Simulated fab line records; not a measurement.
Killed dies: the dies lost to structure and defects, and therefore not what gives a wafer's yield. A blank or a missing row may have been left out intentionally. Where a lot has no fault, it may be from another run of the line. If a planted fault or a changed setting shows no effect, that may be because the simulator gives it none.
Code-filled problem report in 8D (eight disciplines) form	flow nand harc	the parts of the form that need people (team, actions taken, sign-off) are left out

1. WHAT IS WRONG
Wafers without a fault read 61, standard deviation 29; raw defect count at NHARC_A_SGD_CUT_INSPECT_11 reads a mean of 1204 on 6 wafers belonging to 2 lots. Measured from the usual mean, that is +39 standard deviations.
The first sign was on wafer L727.3 at day 24 07:05, on defect inspect-02. The record has a number at this step for 36 wafers belonging to 12 lots. Rule for "out", or "out of limits": more than 4 standard deviations from the usual mean. The other wafers with a number count as sound.

2. WHAT IT IS AND WHAT IT IS NOT
question	is	is not
which readings at this step	raw defect count	-
which lots	L727, L729	L716, L717, L718, L721, L722, L723, L728, L736, L737, L738
which wafers of those lots	all that have a number	-
read on which gauges	defect inspect-01, defect inspect-02	-
when	from day 24 07:05	up to then (18 sound wafers); but 12 sound wafers of L728, L736, L737, L738 came after

3. WHAT RULES OUT EACH SUSPECT
Counting: a tool at a process step up to the reading stays a suspect if it ran every lot that is out and no sound lot after the first of them.
- the gauge at NHARC_A_SGD_CUT_INSPECT_11: ruled out. The wafers that are out were read on 2 gauges (defect inspect-01, defect inspect-02).
- pecvd-01 at NHARC_A_SGD_CUT_DEP_00 (deposits SiNx, target thk 50 nm): ruled out as a lasting fault. Sound lots L737 ran on it after its first lot that is out, L727 (day 24 06:16).
Left after counting: nothing in the record.

4. THE CAUSE (what the simulator had put in)
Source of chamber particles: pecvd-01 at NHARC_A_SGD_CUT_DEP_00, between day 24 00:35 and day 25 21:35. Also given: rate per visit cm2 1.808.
It was ruled out by counting, in error; the rule expects a fault to strike all lots run on its tool from its start on, and this fault did not.

5. SEQUENCE OF EFFECTS, ordered by route
Rows list readings where the struck wafers' mean (over those with a number) sits beyond 3 standard deviations from the usual. Readings are gone through only where the record gives a usual standard deviation; hours: the median, over the lots, of the time from a lot's start at the first step in this table giving one to that lot's start at this step; sigmas: the change measured in usual standard deviations.
hours	step	reading	usual	on struck wafers	change	sigmas
0	NHARC_A_SGD_CUT_INSPECT_11	raw defect count	61	1204	+1143	+39
At these later measuring or inspecting steps, every struck wafer for which the step has a row has a number for every such reading, and none has moved that far: NHARC_END_SORT_01.

6. HOW IT WOULD HAVE BEEN CAUGHT EARLIER
The first out-of-limits reading at a measuring or inspecting step in this record came at day 24 07:05, 6 hours after the fault's start at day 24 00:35.
No tool reading at NHARC_A_SGD_CUT_DEP_00 that has a usual standard deviation in the record was out on any struck wafer, so an alarm limit of 4 standard deviations on those readings would not have fired.
